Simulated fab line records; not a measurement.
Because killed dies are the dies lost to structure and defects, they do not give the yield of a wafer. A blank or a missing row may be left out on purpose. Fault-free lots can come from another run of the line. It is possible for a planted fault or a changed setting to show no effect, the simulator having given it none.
Problem report, 8D (eight disciplines) form, completed by code / flow n5-finfet / the parts of the form that need people (team, actions taken, sign-off) are left out

## 1. THE PROBLEM
Mean of trench-depth-nm at N5_STI_FIN_REVEAL_FIN_H_MEAS_10: 66.2 nm across 2 wafers in 2 lots; on wafers with no fault it is 51.5 nm (standard deviation 0.89). That puts it +17 standard deviations away from the usual mean.
First observed at day 6 08:25: wafer L829.2, on ocd-01. At this step, 32 wafers from 11 lots have a number in the record. The rule behind "out" and "out of limits": a value lying over 4 standard deviations away from the usual mean. The rest of the wafers with a number are treated as sound.

## 2. WHAT IT IS AND WHAT IT IS NOT
question=which readings at this step | is=trench-depth-nm | is not=-
question=which lots | is=L829, L830 | is not=L814, L815, L817, L818, L820, L821, L826, L827, L828
question=which wafers of those lots | is=L829.2, L830.2 | is not=L829.5, L829.6, L830.6
question=read on which gauges | is=ocd-01, ocd-02 | is not=-
question=when | is=from day 6 08:25 | is not=up to then (29 sound wafers); but 1 sound wafer of L830 came after

## 3. WHAT RULES OUT EACH SUSPECT
Counting: a tool at a process step up to the reading stays a suspect if it ran every lot that is out. Sound lots after the first of them don't rule it out here, since some wafers of a struck lot are sound.
- the gauge at N5_STI_FIN_REVEAL_FIN_H_MEAS_10 is ruled out. 2 gauges (ocd-01, ocd-02) read the wafers that are out.
- rie-diel-03 at N5_FIN_CUT_ETCH_20 (etches SiARC in CF4, target depth 26 nm, time 43.3 s): kept. Every lot that is out went through it, the first being L829 (day 5 22:32); the last sound lot it ran before that was L828 (day 5 15:07).
- rie-diel-03 at N5_FIN_CUT_ETCH_21 (etches SOC in N2/H2, target depth 219 nm, overetch 43.8 nm, time 523.5 s): kept. Every lot that is out went through it, the first being L829 (day 5 22:35); the last sound lot it ran before that was L828 (day 5 15:10).
- vapor-etch-01 at N5_STI_FIN_REVEAL_RECESS_09 (chemistry HF/NH3, target SiO2, afs cycles 11, target depth 42.5 nm, sublimation time 60 s): kept. Every lot that is out went through it, the first being L829 (day 6 05:43); the last sound lot it ran before that was L828 (day 5 22:05).
Still standing after the count: rie-diel-03 at N5_FIN_CUT_ETCH_20, rie-diel-03 at N5_FIN_CUT_ETCH_21, vapor-etch-01 at N5_STI_FIN_REVEAL_RECESS_09.

## 4. THE CAUSE (what the simulator had put in)
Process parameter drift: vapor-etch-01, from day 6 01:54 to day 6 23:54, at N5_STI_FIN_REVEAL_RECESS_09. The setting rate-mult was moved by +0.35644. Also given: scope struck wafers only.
Of the 3 suspects that counting leaves, this tool is one.

## 5. THE CHAIN OF EFFECTS, in route order
Each row: a reading where the mean over the struck wafers with a number is more than 3 standard deviations away from the usual. Readings are gone through only where the record gives a usual standard deviation; hours: the median, over the lots, of the time from a lot's start at the first step in this table giving one to that lot's start at this step; sigmas: the change measured in usual standard deviations.
hours=0; step=N5_STI_FIN_REVEAL_FIN_H_MEAS_10; reading=trench-depth-nm; usual=51.5 nm; on struck wafers=66.2; change=+14.8; sigmas=+17

## 6. HOW IT WOULD HAVE BEEN CAUGHT EARLIER
The first out-of-limits reading at a measuring or inspecting step in this record came at day 6 08:25, 7 hours after the fault's start at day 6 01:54.
Of the tool readings at N5_STI_FIN_REVEAL_RECESS_09 for which the record gives a usual standard deviation, none was out on any struck wafer, so an alarm limit of 4 standard deviations on them would not have fired.
Among the 2 lots that are out, L830 began N5_STI_FIN_REVEAL_RECESS_09 on vapor-etch-01 after day 6 08:25. A tool hold placed at that time would have kept it from harm.
